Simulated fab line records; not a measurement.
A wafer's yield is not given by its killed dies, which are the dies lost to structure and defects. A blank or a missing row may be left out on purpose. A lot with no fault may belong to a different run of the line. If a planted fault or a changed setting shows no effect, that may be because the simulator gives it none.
fab line records	flow nandHarc
[record] lots = 6	wafers = 18	lastDay = 30
route steps=1302 shown A_CONTACT@1048 END@1302
lots with no fault: from the same line, run without faults
startH: hours from the record's first day to the start of the lot's first wafer shown	waitH: hours since the lot's step before	" the same as in the row above	L1.1+2: several wafers, shown together as one row	- no value, or no start was given	* or withheld: withheld	< > ~ a bound
route shown NAME@n: names a module that has steps shown in the file, with the first one's number in the route	usual: mean and standard deviation over wafers with no fault	same: alike in all rows	chamber/n: place in a boat	sites: readings site by site	_std_site: standard deviation across them	_edge_site: outer sites' mean less inner sites'	radiusMm: for every site, how far away it sits from the centre of the wafer	mask NAME#n: copy n	behind: the last tool/chamber to shape the wafer	hold: why the lot was held/for how many hours/how that ended	device: names the non-switching transistor (n, p or np)	end of line: at the end of the route, the tests of the same wafers	for a step that has no rows: nothing shown but its recipe	killed: not the wafer's yield, but the dies lost to structure and defects at the first sort	map: dies across one wafer; x = killed, . = not, _ = none there
set.NAME: the setting as run; set.NAME@STEP: as run at that earlier step	model.NAME: the simulator's own value behind a step, which no gauge read
lots at some steps of the route; a table a step, a row a wafer
services: from which hour (startH, from the record's first day; less than 0 if before it) a tool's chamber was out of use, for how many hours, and why
[[steps]]
[step NHARC_A_CONTACT_ETCH_125]
[recipe] sourceW = withheld	pressureMtorr = 20	biasV = 3000	timeS = 197	targetDepthA = 19180	arFlowSccm = withheld	c4f8FlowSccm = withheld	o2FlowSccm = withheld	chemistry = C4F8/O2/Ar
[step NHARC_A_CONTACT_ETCH_126]
[recipe] sourceW = withheld	pressureMtorr = 20	biasV = 3000	timeS = 197	targetDepthA = 19180	arFlowSccm = withheld	c4f8FlowSccm = withheld	o2FlowSccm = withheld	chemistry = C4F8/O2/Ar
[step NHARC_A_CONTACT_ETCH_127]
[recipe] sourceW = withheld	pressureMtorr = 20	biasV = 3000	timeS = 197	targetDepthA = 19180	arFlowSccm = withheld	c4f8FlowSccm = withheld	o2FlowSccm = withheld	chemistry = C4F8/O2/Ar
[step NHARC_A_CONTACT_ETCH_128]
[recipe] sourceW = withheld	pressureMtorr = 20	biasV = 3000	timeS = 197	targetDepthA = 19180	arFlowSccm = withheld	c4f8FlowSccm = withheld	o2FlowSccm = withheld	chemistry = C4F8/O2/Ar
[step NHARC_A_CONTACT_ETCH_129]
[recipe] sourceW = withheld	pressureMtorr = 20	biasV = 3000	timeS = 197	targetDepthA = 19180	arFlowSccm = withheld	c4f8FlowSccm = withheld	o2FlowSccm = withheld	chemistry = C4F8/O2/Ar
[step NHARC_A_CONTACT_ETCH_130]
[recipe] sourceW = withheld	pressureMtorr = 20	biasV = 3000	timeS = 197	targetDepthA = 19180	arFlowSccm = withheld	c4f8FlowSccm = withheld	o2FlowSccm = withheld	chemistry = C4F8/O2/Ar
lot.wafer	tool	chamber	startH	waitH	rfHoursCounterH
L329.2	harCapEtch-01	1	587.00	0.2	12
L329.4	"	0	"	"	-
L329.6	"	0	"	"	-
L330.2	harCapEtch-01	1	610.69	0.2	20
L330.1	"	0	"	"	20
L330.6	"	1	"	"	-
L333.2	harCapEtch-01	0	636.93	0.1	23
L333.3	"	0	"	"	-
L333.5	"	1	"	"	-
L334.1	harCapEtch-02	1	643.30	0.2	112
L334.4	"	1	"	"	-
L334.5	"	0	"	"	-
L332.2	harCapEtch-03	1	648.24	0.1	66
L332.3	"	0	"	"	-
L332.5	"	0	"	"	-
L336.4	harCapEtch-03	0	659.98	0.1	-
L336.5	"	0	"	"	-
L336.6	"	1	"	"	-
[step NHARC_A_CONTACT_ETCH_131]
[recipe] sourceW = withheld	pressureMtorr = 20	biasV = 3000	timeS = 197	targetDepthA = 19180	arFlowSccm = withheld	c4f8FlowSccm = withheld	o2FlowSccm = withheld	chemistry = C4F8/O2/Ar
lot.wafer	tool	chamber	startH	waitH	rfHoursCounterH
L329.2	harCapEtch-01	1	587.17	0.1	12
L329.4	"	0	"	"	-
L329.6	"	0	"	"	-
L330.2	harCapEtch-01	1	610.92	0.2	20
L330.1	"	0	"	"	20
L330.6	"	1	"	"	-
L333.2	harCapEtch-01	0	637.11	0.1	23
L333.3	"	0	"	"	-
L333.5	"	1	"	"	-
L334.1	harCapEtch-02	1	643.54	0.2	112
L334.4	"	1	"	"	-
L334.5	"	0	"	"	-
L332.2	harCapEtch-03	1	648.42	0.2	66
L332.3	"	0	"	"	-
L332.5	"	0	"	"	-
L336.4	harCapEtch-03	0	660.15	0.1	-
L336.5	"	0	"	"	-
L336.6	"	1	"	"	-
[step NHARC_A_CONTACT_ETCH_132]
[recipe] sourceW = withheld	pressureMtorr = 20	biasV = 3000	timeS = 197	targetDepthA = 19240	arFlowSccm = withheld	c4f8FlowSccm = withheld	o2FlowSccm = withheld	chemistry = C4F8/O2/Ar
[step NHARC_A_CONTACT_ETCH_133]
[recipe] sourceW = withheld	pressureMtorr = 20	biasV = 400	timeS = 374	targetDepthA = 16100	arFlowSccm = withheld	c4f8FlowSccm = 11.5	o2FlowSccm = 7.2	chemistry = C4F8/O2/Ar
[step NHARC_A_CONTACT_ETCH_91]
[recipe] targetDepthA = 400	overEtchFrac = 0.5	timeS = 85.7	ionEnergyEv = 120	ch3fFlowSccm = 50	o2FlowSccm = 30	arFlowSccm = 200	rfW = 500	biasW = 100	chemistry = CH3F/O2
[step NHARC_A_CONTACT_ETCH_97]
[recipe] targetDepthA = 200	overEtchFrac = 0.5	timeS = 10	ionEnergyEv = 250	c4f6FlowSccm = 25	o2FlowSccm = 20	arFlowSccm = 500	rfW = 600	biasW = 500	chemistry = C4F6/O2
[step NHARC_A_CONTACT_CD_MEAS_80]
[usual] cdNm = 289.8/0.66
lot.wafer	tool	chamber	startH	waitH	cdNm
L329.2	cdSem-03	-	588.57	-	288.4
L329.4	"	-	"	"	288.6
L329.6	"	-	"	"	289.3
L330.1	cdSem-01	-	612.55	-	290.0
L330.2	"	-	"	"	290.1
L330.6	"	-	"	"	289.9
L333.2	cdSem-03	-	638.44	-	290.3
L333.3	"	-	"	"	290.3
L333.5	"	-	"	"	290.8
L334.1	cdSem-02	-	645.19	-	290.2
L334.4	"	-	"	"	289.7
L334.5	"	-	"	"	290.2
L332.2	cdSem-03	-	649.79	-	290.0
L332.3	"	-	"	"	289.8
L332.5	"	-	"	"	290.0
L336.4	cdSem-01	-	661.46	-	290.0
L336.5	"	-	"	"	289.8
L336.6	"	-	"	"	290.6
[step NHARC_A_CONTACT_STRIP_103]
[recipe] n2FlowSccm = 150	h2FlowSccm = 150	arFlowSccm = 0	biasW = 0	chemistry = N2/H2
lot.wafer	tool	chamber	startH	waitH
L329.2+6+4	rieDiel-04	1,1,2	588.65	0.1
L330.2+1+6	rieDiel-01	1,2,0	612.63	0.1
L333.2+3+5	rieDiel-08	0,3,1	638.51	0.1
L334.4+1+5	rieDiel-04	2,0,2	645.32	0.1
L332.3+2+5	rieDiel-04	0,1,0	649.86	0.1
L336.4+5+6	rieDiel-04	2,3,0	661.56	0.1
[step NHARC_A_CONTACT_STRIP_104]
[recipe] cf4FlowSccm = 100	chf3FlowSccm = 30	arFlowSccm = 0	biasW = 0	chemistry = CF4/CHF3
[step NHARC_A_CONTACT_STRIP_105]
[recipe] o2FlowSccm = 400	cosFlowSccm = 20	arFlowSccm = 0	biasW = 0	chemistry = O2/COS
[step NHARC_A_CONTACT_ETCH_106]
[recipe] targetDepthA = 900	overetchA = 90	timeS = 49.5	ionEnergyEv = 100	cf4FlowSccm = 80	o2FlowSccm = 20	arFlowSccm = 0	rfW = 300	biasW = 100	chemistry = CF4/O2
[step NHARC_A_CONTACT_STRIP_82]
[recipe] o2FlowSccm = 500	arFlowSccm = 0	biasW = 0	chemistry = O2
[step NHARC_A_CONTACT_STRIP_83]
[recipe] timeS = 600	tempC = 30	chemistry = postEtchResidueRemover
[step NHARC_A_CONTACT_DEP_84]
[recipe] targetThkA = 28000	tempC = 400	material = aC
[step NHARC_A_CONTACT_DEP_85]
[recipe] targetThkA = 600	targetThkNm = 60	tempC = 400	pressureTorr = 3.5	flowSccm = 200	rfW = 350	material = SiON
[step NHARC_A_CONTACT_DEHYDRATE_00]
[recipe] tempC = 150	timeS = 120
[step NHARC_A_CONTACT_HMDS_01]
[recipe] timeS = 30
[step NHARC_A_CONTACT_COAT_86]
[recipe] tempC = 260	timeS = 75
[step NHARC_A_CONTACT_COAT_87]
[recipe] tempC = 225	timeS = 65
[step NHARC_A_CONTACT_COAT_02]
[recipe] spinRpm = 1500	resistThkNm = 90
[step NHARC_A_CONTACT_SOFTBAKE_03]
[recipe] tempC = 105	timeS = 55
[step NHARC_A_CONTACT_EBR_04]
[step NHARC_A_CONTACT_EXPOSE_05]
[recipe] na = 1.35	sigmaOuter = 0.8	doseMj = 84.24	maskId = A_CC
[step NHARC_A_CONTACT_PEB_06]
[recipe] pebTempC = 100	pebTimeS = 65
[step NHARC_A_CONTACT_DEVELOP_07]
[recipe] developTimeS = 35	devTempC = 23
[step NHARC_A_CONTACT_CD_MEAS_08]
[recipe] targetCdNm = 200	landingEnergyEv = 500
[usual] cdNm = 199.9/0.64
lot.wafer	tool	chamber	startH	waitH	cdNm
L329.2	cdSem-03	0	591.98	-	199.1
L329.4	"	0	"	"	199.9
L329.6	"	0	"	"	199.0
L330.1	cdSem-01	0	619.56	-	199.3
L330.2	"	0	"	"	199.5
L330.6	"	0	"	"	199.7
L333.2	cdSem-01	0	641.88	-	200.1
L333.3	"	0	"	"	199.1
L333.5	"	0	"	"	199.9
L334.1	cdSem-02	0	649.42	-	199.8
L334.4	"	0	"	"	199.2
L334.5	"	0	"	"	198.6
L332.2	cdSem-03	0	653.23	-	199.5
L332.3	"	0	"	"	199.7
L332.5	"	0	"	"	199.7
L336.4	cdSem-03	0	665.79	-	199.0
L336.5	"	0	"	"	200.1
L336.6	"	0	"	"	199.0
[step NHARC_A_CONTACT_OVL_MEAS_09]
[usual] overlayXNm = 0.1/0.92	overlayYNm = 0.1/0.96
lot.wafer	tool	chamber	startH	waitH	overlayXNm	overlayYNm
L329.2	overlay-01	-	592.06	-	-0.1	-1.1
L329.4	"	-	"	"	-0.3	-1.5
L329.6	"	-	"	"	0.5	-0.9
L330.1	overlay-02	-	619.65	-	-1.2	0.7
L330.2	"	-	"	"	-0.9	0.7
L330.6	"	-	"	"	-1.2	0.8
L333.2	overlay-01	-	641.96	-	-1.0	1.0
L333.3	"	-	"	"	-1.0	0.3
L333.5	"	-	"	"	-0.7	0.1
L334.1	overlay-01	-	649.51	-	1.8	0.6
L334.4	"	-	"	"	1.7	1.3
L334.5	"	-	"	"	1.6	0.7
L332.2	overlay-01	-	653.32	-	-0.6	-0.5
L332.3	"	-	"	"	-0.8	-0.1
L332.5	"	-	"	"	-0.4	0.1
L336.4	overlay-01	-	665.88	-	-0.6	0.8
L336.5	"	-	"	"	-0.6	0.8
L336.6	"	-	"	"	-0.5	0.4
[step NHARC_A_CONTACT_DESCUM_13]
[recipe] timeS = 3	o2FlowSccm = 200	arFlowSccm = 0	biasPowerW = 0	chemistry = O2
[step NHARC_A_CONTACT_ETCH_88]
[recipe] targetDepthA = 390	overEtchFrac = 0.3	timeS = 65	ionEnergyEv = 80	cf4FlowSccm = 150	arFlowSccm = 0	rfW = 300	biasW = 100	chemistry = CF4
[step NHARC_A_CONTACT_ETCH_89]
[recipe] targetDepthA = 2600	overEtchFrac = 0.3	timeS = 475.3	ionEnergyEv = 200	n2FlowSccm = 150	h2FlowSccm = 150	arFlowSccm = 0	rfW = 400	biasW = 150	chemistry = N2/H2
[usual] drypumpMotorCurrentA = 5.89/0.3	oesProductAu = 1.002/0.0096	rfVppV = 431.4/2.5	showerheadPlenumPTorr = 2.07/0.084	throttleValvePct = 14.172/0.0091
lot.wafer	tool	chamber	startH	waitH	drypumpMotorCurrentA	oesProductAu	rfHoursCounterH	rfVppV	showerheadPlenumPTorr	throttleValvePct
L329.2	rieDiel-04	3	-	-	5.96	0.998	6	432.7	2.14	14.167
L329.4	"	2	"	"	6.01	0.998	-	433.8	2.15	14.169
L329.6	"	1	"	"	6.14	1.017	-	431.6	2.05	14.191
L330.1	rieDiel-04	2	-	-	6.02	0.990	12	434.5	2.15	14.187
L330.2	"	3	"	"	5.97	0.996	12	431.3	2.14	14.158
L330.6	"	2	"	"	6.01	0.995	-	433.4	2.14	14.159
L333.2	rieDiel-04	2	-	-	6.02	0.991	15	433.6	2.14	14.183
L333.3	"	1	"	"	6.12	1.004	16	430.4	2.05	14.168
L333.5	"	2	"	"	6.01	0.991	-	434.3	2.14	14.164
L334.4	rieDiel-01	0	-	-	5.42	0.983	26	434.4	2.19	14.179
L334.1	"	3	"	"	5.67	0.990	29	428.0	1.94	14.177
L334.5	"	1	"	"	5.92	0.999	-	431.5	2.04	14.175
L332.3	rieDiel-01	3	-	-	5.67	0.991	29	428.8	1.94	14.193
L332.2	"	1	"	"	5.88	1.001	25	429.5	2.04	14.178
L332.5	"	3	"	"	5.68	0.989	-	427.5	1.94	14.164
L336.4	rieDiel-04	1	-	-	6.12	1.000	22	431.1	2.05	14.168
L336.6	"	3	"	"	5.97	0.997	-	434.3	2.14	14.169
L336.5	"	0	"	"	6.41	0.994	-	429.8	2.04	14.163
[step NHARC_A_CONTACT_ETCH_30]
[recipe] targetDepthA = 726	timeS = 36.3	cf4FlowSccm = 100	chf3FlowSccm = 30	arFlowSccm = 0	rfW = 500	biasW = 200	chemistry = CF4/CHF3
[step NHARC_A_CONTACT_ETCH_31]
[recipe] targetDepthA = 28000	overEtchFrac = 0.3	timeS = 728	ionEnergyEv = 150	o2FlowSccm = 400	cosFlowSccm = 20	arFlowSccm = 0	rfW = 500	biasW = 300	chemistry = O2/COS
[step NHARC_A_CONTACT_ETCH_134]
[recipe] sourceW = withheld	pressureMtorr = 20	biasV = withheld	timeS = 140	targetDepthA = 7000	arFlowSccm = withheld	c4f8FlowSccm = withheld	o2FlowSccm = withheld	chemistry = C4F8/O2/Ar
[step NHARC_A_CONTACT_ETCH_135]
[recipe] sourceW = withheld	pressureMtorr = 20	biasV = 1200	timeS = 311	targetDepthA = 19120	arFlowSccm = withheld	c4f8FlowSccm = withheld	o2FlowSccm = withheld	chemistry = C4F8/O2/Ar
[step NHARC_A_CONTACT_ETCH_136]
[recipe] sourceW = withheld	pressureMtorr = 20	biasV = 1200	timeS = 311	targetDepthA = 19120	arFlowSccm = withheld	c4f8FlowSccm = withheld	o2FlowSccm = withheld	chemistry = C4F8/O2/Ar
lot.wafer	tool	chamber	startH	waitH	rfHoursCounterH
L329.2	harCapEtch-03	0	594.01	0.2	54
L329.4	"	1	"	"	-
L329.6	"	0	"	"	-
L330.2	harCapEtch-02	1	621.50	0.3	107
L330.1	"	0	"	"	107
L330.6	"	1	"	"	-
L333.2	harCapEtch-01	1	643.70	0.2	24
L333.3	"	1	"	"	-
L333.5	"	1	"	"	-
L334.1	harCapEtch-01	1	651.26	0.2	25
L334.4	"	0	"	"	-
L334.5	"	0	"	"	-
L332.2	harCapEtch-02	0	655.06	0.2	115
L332.3	"	1	"	"	-
L332.5	"	0	"	"	-
L336.4	harCapEtch-03	1	667.78	0.2	-
L336.5	"	1	"	"	-
L336.6	"	0	"	"	-
[step NHARC_A_CONTACT_ETCH_137]
[recipe] sourceW = withheld	pressureMtorr = 20	biasV = 1200	timeS = 311	targetDepthA = 19120	arFlowSccm = withheld	c4f8FlowSccm = withheld	o2FlowSccm = withheld	chemistry = C4F8/O2/Ar
lot.wafer	tool	chamber	startH	waitH	rfHoursCounterH
L329.2	harCapEtch-03	0	594.29	0.2	54
L329.4	"	1	"	"	-
L329.6	"	0	"	"	-
L330.2	harCapEtch-02	1	621.86	0.3	108
L330.1	"	0	"	"	108
L330.6	"	1	"	"	-
L333.2	harCapEtch-01	1	643.97	0.2	24
L333.3	"	1	"	"	-
L333.5	"	1	"	"	-
L334.1	harCapEtch-01	1	651.53	0.2	26
L334.4	"	0	"	"	-
L334.5	"	0	"	"	-
L332.2	harCapEtch-02	0	655.33	0.2	115
L332.3	"	1	"	"	-
L332.5	"	0	"	"	-
L336.4	harCapEtch-03	1	668.05	0.2	-
L336.5	"	1	"	"	-
L336.6	"	0	"	"	-
[step NHARC_END_SORT_01]
[recipe] tempC = 25
[usual] killedAtArray = 41/10	killedAtOther = 0.8/0.91	killedAtPeriphery = 4.2/2.9	killedDies = 46/10	killedOpen = 3.5/2.1	killedShort = 2.5/1.6
[same] grossDies = 677
lot.wafer	tool	chamber	startH	waitH	killedAtArray	killedAtOther	killedAtPeriphery	killedDies	killedOpen	killedShort
L334.1	prober-02	0	700.50	2.5	28	1	2	31	4	6
L334.4	prober-02	0	702.94	3.4	34	0	2	36	3	0
L334.5	prober-02	0	703.75	3.8	37	0	1	38	6	5
L332.3	prober-01	0	702.10	3.1	114	1	3	118	4	1
L332.5	prober-01	0	703.70	3.7	107	0	2	109	1	1
L336.6	prober-01	0	724.49	4.0	116	0	2	118	2	1
// killed by level:class
L334.1 A_CHANNEL_HOLE_D2:chamberFilmFlake=7 A_CHANNEL_FILL_D1:geometricParticle:short=3 A_CHANNEL_HOLE_D1:chamberFilmFlake=3 A_SLIT:chamberFilmFlake=3 A_CHANNEL_FILL_D2:geometricParticle:open=2 A_CONTACT:chamberFilmFlake=2 P_CONTACT:geometricParticle:open=1 A_ONON_D1:geometricParticle:open=1
L332.3 A_CONTACT:unspecified=78 A_CHANNEL_HOLE_D1:chamberFilmFlake=17 A_STAIRCASE:chamberFilmFlake=3 A_SLIT:chamberFilmFlake=3 A_CONTACT:chamberFilmFlake=3 A_DECK1_JOINT:chamberFilmFlake=2 A_CHANNEL_HOLE_D2:chamberFilmFlake=2 A_M0:chamberFilmFlake=2
L334.4 A_CHANNEL_HOLE_D2:chamberFilmFlake=9 A_CONTACT:chamberFilmFlake=8 A_CHANNEL_HOLE_D1:chamberFilmFlake=5 A_CHANNEL_FILL_D2:chamberFilmFlake=4 A_STAIRCASE:chamberFilmFlake=4 A_DECK1_JOINT:chamberFilmFlake=2 P_CONTACT:geometricParticle:open=1 P_M0:geometricParticle:open=1
L332.5 A_CONTACT:unspecified=77 A_CHANNEL_HOLE_D1:chamberFilmFlake=15 A_SLIT:chamberFilmFlake=6 A_CONTACT:chamberFilmFlake=3 A_STAIRCASE:chamberFilmFlake=2 A_WL_FILL:chamberFilmFlake=2 A_CHANNEL_FILL_D1:geometricParticle:short=1 A_CHANNEL_FILL_D1:geometricParticle:open=1
L334.5 A_CHANNEL_HOLE_D2:chamberFilmFlake=5 A_STAIRCASE:chamberFilmFlake=5 A_DECK1_JOINT:chamberFilmFlake=4 A_SLIT:chamberFilmFlake=4 A_CONTACT:chamberFilmFlake=4 A_CHANNEL_HOLE_D1:chamberFilmFlake=3 A_M0:geometricParticle:open=2 P_CONTACT:geometricParticle:open=1
L336.6 A_CONTACT:unspecified=76 A_SLIT:chamberFilmFlake=15 A_CHANNEL_HOLE_D1:chamberFilmFlake=7 A_CONTACT:chamberFilmFlake=5 A_STAIRCASE:chamberFilmFlake=3 A_M0:chamberFilmFlake=2 A_BONDPAD:chamberFilmFlake=2 A_DECK1_JOINT:geometricParticle:short=1
// map L332.3 (x killed, . not)
____________.____________
_________......._________
_______....x......_______
______.....x.......______
_____.....x........._____
____..........xxx....____
____.x.........xxx...____
___...........xxxx....___
___.........xxxxxx....___
__..........xxxxxxxxx..__
__......x..xxxxxxx.x...__
_........x.xxxxxxxxxx..._
_...........xxxxxxx....._
_..........xxxxxxxx....._
_.x..........xxxxxx....._
_..........x..xxxxx....._
.............x.xxx.......
..................x......
...............xx........
........................x
.........................
_......................._
_....x........x........._
_....x.................._
_......................x_
_......................x_
__.....................__
__.....................__
___...................___
___...................___
____.x..x.xx.........____
____.................____
_____xx.x..xx.x...x._____
______x..x.x.......______
_______.x.xxxx.x.x_______
_________xxxxxx._________
____________x____________
// map L336.6 (x killed, . not)
____________x____________
_________xx.x.x._________
_______........x.._______
______...xx.x......______
_____......x....x..._____
____......x..........____
____..........x.xx...____
___.........xxxxxxx...___
___..........xxxxx....___
__...x......xxxxxxxx...__
__.........xxxxxxxxx...__
_..........xxxxxxxxx...._
_..........xxxxxxxx.x..._
_..x........xxxxxxx....._
_...........xxxxxxxx...._
_............xxxxxx....._
..............x.xx...x...
..............xxx........
......x..................
.........................
.x......x................
_.x...x................._
_x.....x.x.............._
_.x....x................_
_xx.x..................._
_xxx...................x_
__xx...................__
__xxx.........x........__
___...................___
___...................___
____.............x...____
____.............x...____
_____..............._____
______...........x.______
_______..........._______
_________......._________
____________.____________
[[services]]
tool	chamber	startH	hours	kind
rieDiel-04	0	565.49	-	clean
rieDiel-04	1	565.49	-	clean
rieDiel-04	2	565.49	-	clean
rieDiel-04	3	565.49	-	clean
rieDiel-01	0	566.90	-	clean
rieDiel-01	0	566.90	-	consumableReplace:focusRing
rieDiel-01	1	566.90	-	clean
rieDiel-01	2	566.90	-	clean
rieDiel-04	0	572.98	42.3	repair
rieDiel-04	1	589.99	-	clean
rieDiel-04	2	589.99	-	clean
rieDiel-04	3	589.99	-	clean
rieDiel-01	-	591.56	0.6	repair
rieDiel-04	1	614.49	-	clean
rieDiel-04	2	614.49	-	clean
rieDiel-04	3	614.49	-	clean
rieDiel-04	0	638.99	-	clean
rieDiel-04	1	638.99	-	clean
rieDiel-04	2	638.99	-	clean
rieDiel-04	3	638.99	-	clean
rieDiel-04	0	663.49	-	clean
rieDiel-04	1	663.49	-	clean
rieDiel-04	2	663.49	-	clean
rieDiel-04	3	663.49	-	clean
[[key]]
[firstSign] step = NHARC_END_SORT_01	reading = killedAtArray	direction = up	sigmas = 7	usual = 41	struck = 112
[effect] step = NHARC_END_SORT_01	reading = killedDies	direction = up	sigmas = 6.9	usual = 46	struck = 115
[moreKillsBornAt] NHARC_A_CONTACT_STRIP_103@rieDiel-04 = 231
metAt NHARC_A_CONTACT_STRIP_103
struckWafers L332.3,L332.5,L336.6
testerLeftOut L332,L336
onsetBetween 645.32 649.86
[fault] kind = chamberParticleSource	tool = rieDiel-04	chamber = 0	onsetH = 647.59	steps = NHARC_A_CONTACT_STRIP_103	ratePerVisitCm2 = 0.50452	endH = 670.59
// testerLeftOut: of these lots the tester's yield and bins aren't shown, on N5 and GAA mostly nor the transistor test; their killed dies are dies lost to structure and defects alone, not to doping, threshold or leakage, so they don't give the yield
